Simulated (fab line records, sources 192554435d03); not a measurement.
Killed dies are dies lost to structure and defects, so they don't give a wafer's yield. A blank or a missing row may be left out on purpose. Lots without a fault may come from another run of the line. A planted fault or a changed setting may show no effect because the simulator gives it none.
fab line records | flow n5_finfet
record lots=11 wafers=30 last_day=19
route steps=1938 shown FIN_CUT@178 STI_FIN_REVEAL@184 BEOL_M4@1111 PASSIVATION@1936
lots that met no fault: from a run of the same line without faults
start_h: hours from the record's first day to the start of the lot's first wafer shown | wait_h: hours since the lot's step before | " the same as in the row above | L1.1+2: a row that stands for several wafers | - no value, or no start given | * or withheld: withheld | < > ~ a bound
route shown NAME@n: a module of which the file shows steps, and the number in the route of the first | usual: mean/standard deviation of fault-free wafers | same: alike in all rows | chamber/n: place in a boat | sites: the reading at each site | _std_site: their standard deviation | _edge_site: outer sites' mean less inner sites' | radius_mm: how far each site lies from the wafer's centre | mask NAME#n: copy n | behind: the tool/chamber that last shaped the wafer | hold: why the lot was held/for how many hours/how that ended | device: the transistor (n, p or np) that didn't switch | end of line: the same wafers' tests at the end of the route | a step without rows: its recipe alone | killed: dies lost to structure and defects at the first sort, not the wafer's yield | map: a wafer's dies, x killed, . not, _ none there
set.NAME: the setting as run; set.NAME@STEP: as run at that earlier step | model.NAME: the simulator's own value behind a step, which no gauge read
steps of the route over a sample of lots; a table a step, a row a wafer
services: from which hour (start_h, from the record's first day; less than 0 if before it) a tool's chamber was out of use, for how many hours, and why
## steps
# step N5_FIN_CUT_STRIP_22
# recipe chemistry=N2/H2 power_w=500 temp_c=40 pressure_mtorr=50 rf_frequency_hz=6e+07 overash_fraction=0.3 bias_power_w=8 h2_frac=0.5 n2_flow_sccm=300 h2_flow_sccm=300
# usual bias_power_w=7.999/0.022 drypump_motor_current_A=5.78/0.29 oes_product_au=0.79/0.072 rf_vpp_V=54.3/2.1 showerhead_plenum_p_Torr=3.36/0.11 throttle_valve_pct=18.9/0.39
# columns lot.wafer tool chamber start_h wait_h bias_power_w drypump_motor_current_A oes_product_au rf_hours_counter_h rf_vpp_V showerhead_plenum_p_Torr throttle_valve_pct
L620.1 rie_diel-05 3 46.47 0.0 8.001 5.77 0.87 46 52.2 3.29 18.5
L620.5 " 3 " " 8.017 5.76 0.90 - 54.0 3.29 18.4
L622.1 rie_diel-01 1 58.86 0.0 8.025 6.18 0.91 32 55.5 3.44 19.1
L622.2 " 2 " " 7.986 5.68 0.73 176 54.2 3.50 19.1
L623.1 rie_diel-05 0 64.09 0.2 7.989 5.82 0.76 150 52.9 3.34 18.6
L623.3 " 2 " " 8.009 5.68 0.73 202 52.1 3.33 19.1
L623.4 " 3 " " 8.017 5.75 0.88 52 54.9 3.29 18.4
L624.1 rie_diel-01 2 70.42 0.0 7.993 5.69 0.71 178 53.3 3.50 19.2
L624.2 " 3 " " 7.981 5.83 0.68 233 55.1 3.41 18.6
L624.4 " 1 " " 7.981 6.12 0.88 35 55.8 3.44 19.1
L626.1 rie_diel-06 1 84.10 0.0 7.994 6.25 0.76 189 54.6 3.22 18.6
L626.2 " 3 " " 8.020 5.43 0.89 20 54.2 3.57 18.7
L626.5 " 3 " " 8.015 5.41 0.90 - 57.2 3.57 18.7
L627.2 rie_diel-01 3 89.40 0.0 8.006 5.85 0.68 238 54.8 3.41 18.5
L627.4 " 1 " " 8.011 6.10 0.88 40 47.9 3.43 19.1
L627.6 " 2 " " 7.984 5.68 0.71 - 53.9 3.49 19.2
L628.3 rie_diel-05 0 96.29 0.0 7.987 5.81 0.75 158 51.9 3.34 18.6
L628.5 " 1 " " 8.007 5.18 0.74 - 50.9 3.20 18.6
L628.6 " 2 " " 8.044 5.68 0.71 - 55.5 3.32 19.1
L630.4 rie_diel-01 2 106.02 0.0 7.997 5.67 0.71 187 56.2 3.49 19.2
L630.5 " 2 " " 7.989 5.69 0.72 - 54.5 3.49 19.2
L630.6 " 1 " " 8.012 6.13 0.88 - 54.1 3.43 19.1
L638.1 rie_diel-01 0 153.96 0.0 7.992 5.68 0.84 58 53.7 3.27 18.4
L638.5 " 2 " " 7.957 5.71 0.71 - 54.4 3.49 19.3
L638.6 " 0 " " 8.005 5.67 0.83 - 54.9 3.27 18.5
L639.3 rie_diel-05 1 160.83 0.0 8.000 5.15 0.72 166 55.0 3.19 18.7
L639.5 " 3 " " 7.990 5.76 0.84 - 55.9 3.27 18.6
L639.6 " 2 " " 8.013 5.63 0.70 - 56.6 3.31 19.1
L640.1 rie_diel-05 0 167.25 0.0 8.012 5.83 0.75 181 52.7 3.32 18.6
L640.4 " 0 " " 7.990 5.77 0.74 - 56.6 3.33 18.7
# step N5_STI_FIN_REVEAL_ALD_14
# recipe material=Si3N4 target_thk_a=30 temp_c=400 ald_precursor_family=SiH2I2 ald_co_reactant=N2/H2-plasma pressure_torr=2
# usual heater_power_w=829/67
# columns lot.wafer tool chamber start_h wait_h heater_power_w since_wet_clean_h
L620.1 ald_sin-02 3 46.72 0.0 855 234
L620.5 " 1 " " 798 -
L622.1 ald_sin-01 1 59.11 0.0 824 50
L622.2 " 3 " " 768 50
L623.1 ald_sin-02 1 64.49 0.0 793 251
L623.3 " 3 " " 859 251
L623.4 " 2 " " 902 251
L624.1 ald_sin-01 0 70.67 0.0 760 62
L624.2 " 3 " " 781 62
L624.4 " 2 " " 820 62
L626.1 ald_sin-02 1 84.34 0.0 799 271
L626.2 " 0 " " 804 271
L626.5 " 1 " " 805 -
L627.2 ald_sin-02 3 90.00 0.0 857 277
L627.4 " 2 " " 939 277
L627.6 " 3 " " 881 -
L628.3 ald_sin-02 1 96.72 0.0 797 284
L628.5 " 2 " " 906 -
L628.6 " 1 " " 799 -
L630.4 ald_sin-01 1 106.27 0.0 842 97
L630.5 " 1 " " 805 -
L630.6 " 2 " " 808 -
L638.1 ald_sin-04 2 155.26 0.0 1033 55
L638.5 " 1 " " 834 -
L638.6 " 2 " " 1049 -
L639.3 ald_sin-01 0 162.08 0.0 773 153
L639.5 " 2 " " 805 -
L639.6 " 1 " " 816 -
L640.1 ald_sin-02 3 167.58 0.0 848 355
L640.4 " 2 " " 904 355
# step N5_STI_FIN_REVEAL_THK_MEAS_05
# usual thk_nm=131.9/1.4
# columns lot.wafer tool chamber start_h wait_h thk_nm
L620.1 film_metro-02 - 52.66 - 130.9
L620.5 " - " " 130.3
L622.1 film_metro-02 - 64.44 - 131.0
L622.2 " - " " 131.3
L623.1 film_metro-02 - 69.83 - 134.5
L623.3 " - " " 132.5
L623.4 " - " " 133.8
L624.1 film_metro-01 - 76.02 - 130.7
L624.2 " - " " 132.4
L624.4 " - " " 130.8
L626.1 film_metro-01 - 89.68 - 130.1
L626.2 " - " " 131.1
L626.5 " - " " 132.9
L627.2 film_metro-01 - 95.34 - 129.7
L627.4 " - " " 130.2
L627.6 " - " " 132.4
L628.3 film_metro-01 - 102.05 - 132.5
L628.5 " - " " 131.5
L628.6 " - " " 131.5
L630.4 film_metro-01 - 111.61 - 133.1
L630.5 " - " " 132.1
L630.6 " - " " 132.7
L638.1 film_metro-02 - 160.60 - 133.3
L638.5 " - " " 133.5
L638.6 " - " " 132.3
L639.3 film_metro-01 - 167.41 - 134.1
L639.5 " - " " 133.3
L639.6 " - " " 135.1
L640.1 film_metro-02 - 172.91 - 131.6
L640.4 " - " " 131.9
# step N5_STI_FIN_REVEAL_PRECLEAN_17
# recipe chemistry=NF3:NH3 afs_cycles=1 temp_c=30 time_s=20 sublimation_temp_c=180 sublimation_time_s=60 pressure_torr=3 rf_power_w=30
# same sublimation_time_s=60
# columns lot.wafer tool chamber start_h wait_h
L620.1+5 remote_plasma-01 0 55.15 0.0
L622.1+2 remote_plasma-02 0 66.95 0.0
L623.1+3+4 remote_plasma-02 0 72.22 0.0
L624.1+2+4 remote_plasma-02 1 78.45 0.0
L626.1+2+5 remote_plasma-02 1 92.47 0.0
L627.2+4+6 remote_plasma-02 1 98.07 0.1
L628.3+5+6 remote_plasma-02 0 104.71 0.1
L630.4+5+6 remote_plasma-02 0 114.32 0.1
L638.1+5+6 remote_plasma-01 1 162.97 0.0
L639.3+5+6 remote_plasma-02 0 169.91 0.1
L640.1+4 remote_plasma-02 1 176.00 0.0
# step N5_STI_FIN_REVEAL_INSPECT_13
# recipe inspect_instrument=darkfield mode=post_clean
# usual raw_defect_count=13/5.8
# columns lot.wafer tool chamber start_h wait_h raw_defect_count
L620.1 defect_inspect-02 - 56.05 0.0 18
L620.5 " - " " 11
L622.1 defect_inspect-02 - 67.84 0.0 11
L622.2 " - " " 14
L623.1 defect_inspect-01 - 73.14 0.0 9
L623.3 " - " " 9
L623.4 " - " " 23
L624.1 defect_inspect-02 - 79.34 0.0 13
L624.2 " - " " 18
L624.4 " - " " 9
L626.1 defect_inspect-02 - 93.37 0.0 22
L626.2 " - " " 21
L626.5 " - " " 12
L627.2 defect_inspect-02 - 98.95 0.0 327
L627.4 " - " " 333
L627.6 " - " " 303
L628.3 defect_inspect-01 - 105.55 0.0 318
L628.5 " - " " 278
L628.6 " - " " 301
L630.4 defect_inspect-02 - 115.13 0.0 272
L630.5 " - " " 289
L630.6 " - " " 305
L638.1 defect_inspect-02 - 163.87 0.0 8
L638.5 " - " " 14
L638.6 " - " " 21
L639.3 defect_inspect-02 - 170.76 0.0 5
L639.5 " - " " 22
L639.6 " - " " 8
L640.1 defect_inspect-02 - 176.90 0.0 14
L640.4 " - " " 18
# step N5_BEOL_M4_RC_MEAS_101
# usual DIBL_N=36.4/2.2 DIBL_P=36.3/2.5 IOFF_N=0.17/0.052 IOFF_P=0.23/0.049 ION_N=674/17 ION_P=464/11 SS_N=71.7/0.98 SS_P=73.3/0.84 VT_N=250/4 VT_P=-249/3.8
# columns lot.wafer tool chamber start_h wait_h DIBL_N[mV/V] DIBL_P[mV/V] IOFF_N[nA/um] IOFF_P[nA/um] ION_N[uA/um] ION_P[uA/um] SS_N[mV/dec] SS_P[mV/dec] VT_N[mV] VT_P[mV]
L620.1 prober-02 0 228.12 0.0 37.2 36.4 0.19 0.25 657 448 73.0 74.4 248 -247
L620.5 " 0 " " 38.7 39.8 0.22 0.33 654 455 72.3 75.3 247 -245
L626.1 prober-01 0 242.72 0.0 41.1 40.1 0.28 0.34 689 468 73.3 74.4 242 -240
L626.2 " 0 " " 36.0 35.0 0.16 0.24 667 465 70.9 72.9 248 -247
L626.5 " 0 " " 35.1 33.7 0.13 0.20 650 453 71.6 72.8 251 -249
L624.1 prober-02 0 247.49 0.0 35.6 35.1 0.13 0.18 666 454 71.5 73.4 254 -254
L624.2 " 0 " " 37.0 36.9 0.18 0.21 692 466 71.9 73.4 247 -249
L624.4 " 0 " " 36.9 38.0 0.17 0.23 677 465 70.9 74.2 249 -249
L623.1 prober-02 0 248.98 0.0 38.3 38.9 0.21 0.25 697 472 72.0 73.7 247 -249
L623.3 " 0 " " 39.6 38.2 0.22 0.24 675 456 72.2 74.4 248 -250
L623.4 " 0 " " 35.8 33.9 0.17 0.17 673 454 72.2 72.9 248 -252
L622.1 prober-01 0 256.79 0.0 34.1 32.0 0.11 0.18 652 460 71.0 72.5 257 -249
L622.2 " 0 " " 35.5 34.3 0.14 0.22 664 463 70.7 73.3 252 -246
L627.2 prober-02 0 272.13 0.2 33.8 34.2 0.12 0.18 657 453 70.8 72.6 255 -254
L627.4 " 0 " " 37.0 38.3 0.16 0.22 667 456 72.2 73.7 250 -252
L627.6 " 0 " " 39.7 41.5 0.21 0.29 683 467 72.6 74.8 245 -247
L628.3 prober-01 0 275.87 0.3 38.0 38.4 0.17 0.23 644 438 72.0 74.0 250 -252
L628.5 " 0 " " 33.3 34.2 0.11 0.17 671 460 70.8 72.1 256 -255
L628.6 " 0 " " 38.1 39.3 0.19 0.25 682 470 71.5 73.1 245 -251
L630.4 prober-02 0 284.88 0.5 37.1 35.3 0.16 0.20 704 471 71.8 72.6 245 -248
L630.5 " 0 " " 43.4 42.4 0.33 0.33 675 454 74.1 74.4 241 -248
L630.6 " 0 " " 36.0 35.2 0.15 0.19 685 472 71.4 72.4 251 -252
L638.1 prober-02 0 331.96 0.0 35.2 34.1 0.15 0.20 683 464 71.3 72.3 249 -251
L638.5 " 0 " " 35.0 34.6 0.14 0.20 675 466 71.2 72.1 251 -250
L638.6 " 0 " " 36.6 36.3 0.17 0.23 689 470 72.5 73.7 249 -249
L639.3 prober-01 0 348.84 0.3 35.3 35.1 0.15 0.21 679 470 71.6 73.5 252 -248
L639.5 " 0 " " 37.2 37.3 0.19 0.24 687 470 71.8 73.9 247 -249
L639.6 " 0 " " 32.0 30.7 0.11 0.16 676 470 69.8 72.2 255 -253
L640.1 prober-01 0 349.46 0.7 33.5 34.5 0.12 0.19 652 459 71.2 72.9 255 -249
L640.4 " 0 " " 34.1 34.9 0.14 0.20 674 470 70.4 71.8 248 -249
# step N5_PASSIVATION_PROBE_49
# usual defect_limited_yield=91.2/1.4 killed_at_M0_to_M3=34/9.3 killed_at_M4_up=14/5.9 killed_at_contacts=14/5.7 killed_at_front_end=38/10 killed_at_other=4/3.2 killed_dies=104/17 killed_on_rim=14/4 killed_open=67/13 killed_short=33/6.9 sort_bin_5_function=5.2/1 sort_bin_6_memory=3.3/0.61 sort_bin_8_speed=0.3/1.8 sort_n_pass=1069/52
# same gross_dies=1180 killed_at_back_side=0 sort_bin_4_leakage[%]=0
# columns lot.wafer tool chamber start_h wait_h defect_limited_yield[%] killed_at_M0_to_M3 killed_at_M4_up killed_at_contacts killed_at_front_end killed_at_other killed_dies killed_on_rim killed_open killed_short sort_bin_5_function[%] sort_bin_6_memory[%] sort_bin_8_speed[%] sort_n_pass
L620.1 prober-01 - 335.93 0.0 91.1 22 25 13 40 5 105 14 66 34 5.7 2.7 0.1 1074
L620.5 prober-01 - 336.13 0.2 90.4 58 12 17 24 2 113 22 73 36 6.0 3.3 0 1067
L627.2 prober-01 - 376.28 0.1 84.0 26 21 19 122 1 189 30 70 26 10.5 3.9 0 991
L627.4 prober-01 - 376.38 0.2 85.1 23 14 11 114 14 176 22 53 29 10.3 3.3 0 1004
L627.6 prober-01 - 376.48 0.3 84.0 42 16 16 113 2 189 31 73 33 10.1 4.4 0 991
L628.3 prober-02 - 385.23 0.1 85.0 23 14 30 106 4 177 40 71 25 9.2 4.2 0.3 1000
L628.5 prober-02 - 385.33 0.2 87.4 26 14 14 88 7 149 30 54 27 7.4 3.8 0 1031
L628.6 prober-02 - 385.38 0.3 86.8 34 12 17 90 3 156 27 63 26 7.5 4.5 0 1024
L630.4 prober-02 - 398.76 0.2 88.4 17 12 20 83 5 137 31 40 23 7.3 2.8 0 1043
L630.5 prober-02 - 398.81 0.2 88.9 19 17 7 85 3 131 25 45 25 7.6 2.4 0 1044
L630.6 prober-02 - 398.86 0.3 85.3 26 15 36 93 4 174 27 62 25 9.9 4.2 0 1006
L638.1 prober-02 - 438.40 0.0 91.3 33 15 21 33 1 103 16 66 33 5.3 3.1 0 1077
L638.5 prober-02 - 438.60 0.2 93.0 28 8 12 32 3 83 12 59 19 3.9 2.8 0 1097
L638.6 prober-02 - 438.65 0.3 92.9 26 4 7 45 2 84 9 46 34 4.2 2.6 0 1096
# killed by level:class
L620.1 BEOL_M4:geometric_particle:open=12 STI_FIN_REVEAL:geometric_particle:open=11 MOL_CONTACT_COAG:geometric_particle:open=8 FIN_SAQP:geometric_particle:open=6 BEOL_M0_SAQP:geometric_particle:open=5 BEOL_M1:geometric_particle:open=5 BEOL_M3:geometric_particle:open=5 STI_FIN_REVEAL:geometric_particle:short=4
L620.5 BEOL_M3:geometric_particle:open=17 MOL_CONTACT_COAG:geometric_particle:open=15 BEOL_M0_SAQP:geometric_particle:open=10 BEOL_M0_SAQP:geometric_particle:short=7 BEOL_M1:geometric_particle:open=6 BEOL_M2:geometric_particle:short=6 DUMMY_GATE:geometric_particle:open=5 BEOL_M4:geometric_particle:open=5
L627.2 STI_FIN_REVEAL:unspecified=83 MOL_CONTACT_COAG:geometric_particle:open=16 BEOL_M2:geometric_particle:open=8 BEOL_M4:geometric_particle:open=8 SD_EPI_N:area_etch=7 STI_FIN_REVEAL:geometric_particle:open=6 BEOL_M3:geometric_particle:open=6 FIN_SAQP:geometric_particle:short=5
L627.4 STI_FIN_REVEAL:unspecified=82 PASSIVATION:area_etch=11 DUMMY_GATE:geometric_particle:open=7 MOL_CONTACT_COAG:geometric_particle:open=7 BEOL_M2:geometric_particle:open=7 BEOL_M4:geometric_particle:open=7 ILD0:geometric_particle:short=6 BEOL_M3:geometric_particle:open=6
L627.6 STI_FIN_REVEAL:unspecified=80 BEOL_M2:geometric_particle:open=13 MOL_CONTACT_COAG:geometric_particle:open=12 FIN_SAQP:geometric_particle:open=8 BEOL_M0_SAQP:geometric_particle:open=8 BEOL_M4:geometric_particle:open=7 ILD0:geometric_particle:short=7 BEOL_M0_SAQP:geometric_particle:short=7
L628.3 STI_FIN_REVEAL:unspecified=63 MOL_CONTACT_COAG:geometric_particle:open=21 SDB:area_etch=13 DUMMY_GATE:geometric_particle:open=6 BEOL_M2:geometric_particle:open=6 FIN_SAQP:geometric_particle:open=5 MOL_CONTACT_COAG:geometric_particle:short=5 BEOL_M0_SAQP:geometric_particle:open=5
L628.5 STI_FIN_REVEAL:unspecified=61 MOL_CONTACT_COAG:geometric_particle:open=13 STARTING-WAFER:geometric_particle:open=6 BEOL_M0_SAQP:geometric_particle:open=5 BEOL_M0_SAQP:geometric_particle:short=5 BEOL_M2:geometric_particle:open=5 SDB:area_etch=5 DUMMY_GATE:geometric_particle:open=4
L628.6 STI_FIN_REVEAL:unspecified=62 MOL_CONTACT_COAG:geometric_particle:open=12 BEOL_M3:geometric_particle:open=9 BEOL_M2:geometric_particle:open=8 FIN_SAQP:geometric_particle:open=7 BEOL_M0_SAQP:geometric_particle:short=7 GATE_CUT:geometric_particle:open=5 MOL_CONTACT_COAG:geometric_particle:short=5
L630.4 STI_FIN_REVEAL:unspecified=58 MOL_CONTACT_COAG:area_etch=12 BEOL_M4:geometric_particle:open=8 FIN_SAQP:geometric_particle:short=6 MOL_CONTACT_COAG:geometric_particle:open=6 FIN_SAQP:geometric_particle:open=4 GATE_CUT:geometric_particle:short=4 BEOL_M0_SAQP:geometric_particle:open=4
L630.5 STI_FIN_REVEAL:unspecified=58 STI_FIN_REVEAL:geometric_particle:open=10 BEOL_M4:geometric_particle:open=7 FIN_SAQP:geometric_particle:short=5 MOL_CONTACT_COAG:geometric_particle:open=5 BEOL_M2:geometric_particle:open=4 BEOL_M0_SAQP:geometric_particle:short=3 BEOL_M3:geometric_particle:open=3
L630.6 STI_FIN_REVEAL:unspecified=66 MOL_CONTACT_COAG:area_etch=21 MOL_CONTACT_COAG:geometric_particle:open=12 BEOL_M4:geometric_particle:open=7 BEOL_M3:geometric_particle:open=6 FIN_SAQP:geometric_particle:short=4 STI_FIN_REVEAL:geometric_particle:open=4 DUMMY_GATE:geometric_particle:open=4
L638.1 MOL_CONTACT_COAG:geometric_particle:open=16 STI_FIN_REVEAL:geometric_particle:open=10 BEOL_M2:geometric_particle:open=10 BEOL_M4:geometric_particle:open=6 BEOL_M0_SAQP:geometric_particle:short=5 BEOL_M1:geometric_particle:open=5 BEOL_M2:geometric_particle:short=5 DUMMY_GATE:geometric_particle:open=4
L638.5 MOL_CONTACT_COAG:geometric_particle:open=12 STI_FIN_REVEAL:geometric_particle:open=9 BEOL_M3:geometric_particle:open=7 DUMMY_GATE:geometric_particle:open=6 BEOL_M0_SAQP:geometric_particle:short=6 BEOL_M0_SAQP:geometric_particle:open=5 BEOL_M2:geometric_particle:open=4 GATE_CUT:geometric_particle:short=3
L638.6 STI_FIN_REVEAL:geometric_particle:open=12 BEOL_M0_SAQP:geometric_particle:short=9 STI_FIN_REVEAL:geometric_particle:short=7 BEOL_M3:geometric_particle:open=6 GATE_CUT:geometric_particle:short=5 MOL_CONTACT_COAG:geometric_particle:open=5 BEOL_M0_SAQP:geometric_particle:open=5 DUMMY_GATE:geometric_particle:open=4
## services
# columns tool chamber start_h hours kind
ald_sin-02 - 30.32 1.1 repair
rie_diel-05 - 36.84 3.3 repair
rie_diel-01 0 41.96 13.1 repair
rie_diel-05 1 47.74 9.5 repair
rie_diel-06 - 55.42 2.8 pm
rie_diel-05 3 59.32 3.6 repair
ald_sin-04 - 86.50 14.0 pm
ald_sin-04 0 86.50 14.0 vent_cycle
ald_sin-04 1 86.50 14.0 vent_cycle
ald_sin-04 2 86.50 14.0 vent_cycle
ald_sin-04 3 86.50 14.0 vent_cycle
rie_diel-05 2 86.52 6.5 repair
ald_sin-04 0 100.50 - clean
ald_sin-04 1 100.50 - clean
ald_sin-04 2 100.50 - clean
rie_diel-06 - 132.24 0.2 repair
rie_diel-01 2 137.63 13.2 repair
rie_diel-06 - 142.13 0.4 repair
rie_diel-01 3 145.39 3.7 repair
rie_diel-01 3 150.88 - clean
rie_diel-01 3 150.88 - consumable_replace:focus_ring
rie_diel-01 3 150.88 19.4 scheduled_down
rie_diel-01 3 150.88 19.4 vent_cycle
rie_diel-05 3 162.96 6.1 repair
## key
first_sign step=N5_STI_FIN_REVEAL_INSPECT_13 reading=raw_defect_count direction=up sigmas=50 usual=13 struck=303
effect step=N5_PASSIVATION_PROBE_49 reading=killed_at_front_end direction=up sigmas=5.8 usual=38 struck=99
more_kills_born_at N5_STI_FIN_REVEAL_PRECLEAN_17@remote_plasma-02=613
met_at N5_STI_FIN_REVEAL_PRECLEAN_17
struck_lots L627,L628,L630
baseline_loss step=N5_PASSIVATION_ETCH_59 wafers=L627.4
baseline_loss step=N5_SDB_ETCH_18 wafers=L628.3
baseline_loss step=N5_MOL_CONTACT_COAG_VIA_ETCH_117 wafers=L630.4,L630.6
not_acting_at N5_FIN_CUT_STRIP_22,N5_STI_FIN_REVEAL_ALD_14,N5_STI_FIN_REVEAL_THK_MEAS_05
onset_between 92.47 98.07
fault kind=chamber_particle_source tool=remote_plasma-02 chamber=- onset_h=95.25 steps=N5_STI_FIN_REVEAL_PRECLEAN_17 rate_per_visit_cm2=0.43982 end_h=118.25
# baseline_loss: these wafers lose ten dies or more at that step, a loss of the line's own and not of a fault; the sort's usual values leave them out
